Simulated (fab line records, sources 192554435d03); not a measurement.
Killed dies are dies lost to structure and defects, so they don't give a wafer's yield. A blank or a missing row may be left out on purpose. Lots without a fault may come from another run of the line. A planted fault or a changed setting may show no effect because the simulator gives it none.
Split-lot experiment | flow n5_finfet | 7 lots, 21 wafers read, on a route of 1938 steps

THE SPLIT
At N5_WELL_APT_EXPOSE_22 (exposes mask PWELL, defocus 0 nm, target cd 200 nm), the setting dose_mj was moved away from the recipe's 23.2 on 7 of the 21 wafers read, by -4.7% to +5.5%. The other wafers ran this setting at the recipe's value.

FROM THE SPLIT TO THE READING: what the file shows between them, 2 steps
- N5_WELL_APT_DEVELOP_24: develop time 45 s (also split here: develop_time_s)
- N5_WELL_APT_HARDBAKE_29: time 120 s

THE READING
cd_nm, in nm, at N5_WELL_APT_CD_MEAS_25 (target cd 200 nm). Fault-free wafers of this fab line usually give 199.7 nm, standard deviation 1.4 nm.

wafer  | tool, chamber at the split | dose_mj as run | against the recipe | cd_nm, nm | against lot-mates on the recipe
L079.3 | krf_scanner-01, 0          | 23.2           | recipe             | 200.0     | -
L079.4 | krf_scanner-01, 0          | 23.2           | recipe             | 198.1     | -
L079.6 | krf_scanner-01, 0          | 23.2           | recipe             | 198.3     | -
L085.1 | krf_scanner-01, 0          | 23.2           | recipe             | 199.2     | -
L085.4 | krf_scanner-01, 0          | 23.2           | recipe             | 201.4     | -
L085.5 | krf_scanner-01, 0          | 24.48          | +5.5%              | 209.9     | +9.6
L087.2 | krf_scanner-01, 0          | 23.2           | recipe             | 200.9     | -
L087.3 | krf_scanner-01, 0          | 23.2           | recipe             | 200.5     | -
L087.5 | krf_scanner-01, 0          | 23.2           | recipe             | 199.4     | -
L089.3 | krf_scanner-02, 0          | 24.1           | +3.9%              | 208.2     | +8.1
L089.5 | krf_scanner-02, 0          | 24.1           | +3.9%              | 206.9     | +6.8
L089.6 | krf_scanner-02, 0          | 23.2           | recipe             | 200.1     | -
L090.2 | krf_scanner-01, 0          | 23.2           | recipe             | 199.9     | -
L090.5 | krf_scanner-01, 0          | 23.2           | recipe             | 200.2     | -
L090.6 | krf_scanner-01, 0          | 23.2           | recipe             | 199.0     | -
L094.1 | krf_scanner-01, 0          | 22.1           | -4.7%              | 193.5     | -7.1
L094.4 | krf_scanner-01, 0          | 22.1           | -4.7%              | 190.7     | -9.9
L094.6 | krf_scanner-01, 0          | 23.2           | recipe             | 200.6     | -
L097.2 | krf_scanner-02, 0          | 23.2           | recipe             | 200.6     | -
L097.3 | krf_scanner-02, 0          | 24.35          | +5.0%              | 207.8     | +7.2
L097.6 | krf_scanner-02, 0          | 24.35          | +5.0%              | 210.3     | +9.7

THE FIT
A straight line over all 21 wafers: cd_nm changes by +1.79 nm for each +1% of dose_mj; r = +0.98; the points scatter about the line by 1.1 nm.
The same after taking each lot's own level away (the mean of its wafers on the recipe; 21 wafers): +1.78 nm for each +1%; r = +0.98; scatter 0.9 nm.
On that fit, the largest move of dose_mj shifts the reading by 9.8 nm.
The lots' own levels span 198.80 to 200.60 nm, that is 1.3 times the standard deviation above.
So the lot-to-lot level changes the slope little: the two slopes agree.
Check: with one of the wafers moved furthest among these (+5.5%) left out of the fit, the line predicts +9.87 nm for it against its lot-mates. It came out at +9.6 nm against them.

OTHER SPLITS ON THESE WAFERS
These wafers also went through other splits before the reading. Each is held against what the fit with the lots' levels taken away leaves over:
other split on the same wafers        | wafers away from the commonest value | r with cd_nm (lot level and that fit taken away)
N5_WELL_APT_DEVELOP_24 develop_time_s | 7                                    | +0.12

THE WHOLE CHAIN: every reading that the file lists as answering this split, in the file's order
step                   | what it does             | reading                                                         | change (the file's fit)              | r (the file's)
N5_WELL_APT_CD_MEAS_25 | target cd 200 nm         | cd_nm                                                           | +1.77 nm for each +1% of the setting | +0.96
N5_WELL_APT_DESCUM_30  | chemistry O2, time 7.9 s | WELL_APT.cd_nm (the simulator's own value, which no gauge read) | +1.81 nm for each +1% of the setting | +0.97

THE FILE'S OWN FIT
cd_nm changes by +1.77 nm for each +1% of dose_mj, r = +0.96.
